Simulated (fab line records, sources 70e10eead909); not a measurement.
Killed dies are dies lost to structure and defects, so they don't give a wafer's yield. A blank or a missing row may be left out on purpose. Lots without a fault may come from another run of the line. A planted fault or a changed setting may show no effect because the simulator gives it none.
Chamber matching | flow nand_harc | NHARC_A_CONTACT_ALD_18 on ald_metal-03: 4 sister chambers
The step deposits TiN, target thk 3 nm, pulse time 1 s, ald cycles 150. 4 wafers are shown with their chamber, then 9 later ones without.

WAFERS WITH THEIR CHAMBER
wafer  | chamber | heater_power_w (W)
L084.3 | 2       | 1036
L085.2 | 1       | 1185
L085.3 | 0       | 1041
L085.5 | 3       | 984

WAFERS WITHOUT THEIR CHAMBER
wafer  | heater_power_w (W)
L090.2 | 1014
L090.4 | 1176
L090.5 | 1015
L094.2 | 1044
L094.5 | 1038
L094.6 | 961
L097.3 | 1163
L097.4 | 1075
L097.6 | 960

WHICH CHAMBER EACH WENT THROUGH
wafer  | from the rows above          | in truth
L090.2 | can't be placed: 2 or 0 or 3 | 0
L090.4 | 1                            | 1
L090.5 | can't be placed: 2 or 0 or 3 | 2
L094.2 | can't be placed: 0 or 2      | 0
L094.5 | can't be placed: 2 or 0      | 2
L094.6 | 3                            | 3
L097.3 | 1                            | 1
L097.4 | can't be placed: 0 or 2      | 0
L097.6 | 3                            | 3
Placed correctly: 4 of 9. Can't be placed from these rows: 5 (the true chamber is among the candidates in 5). Placed wrongly: 0.
How it was worked out, from the rows above alone: a wafer's distance from a chamber is the root of the sum, over the readings, of the square of ((its reading less the chamber's mean) divided by the reading's scatter). The wafer belongs to the nearest chamber; if the next one is less than 2 further off, it can't be placed. A chamber's mean is the mean of its shown wafers. The scatter: with one shown wafer a chamber, the root of the mean of the squares of how far each hidden wafer lies from its nearest shown one.
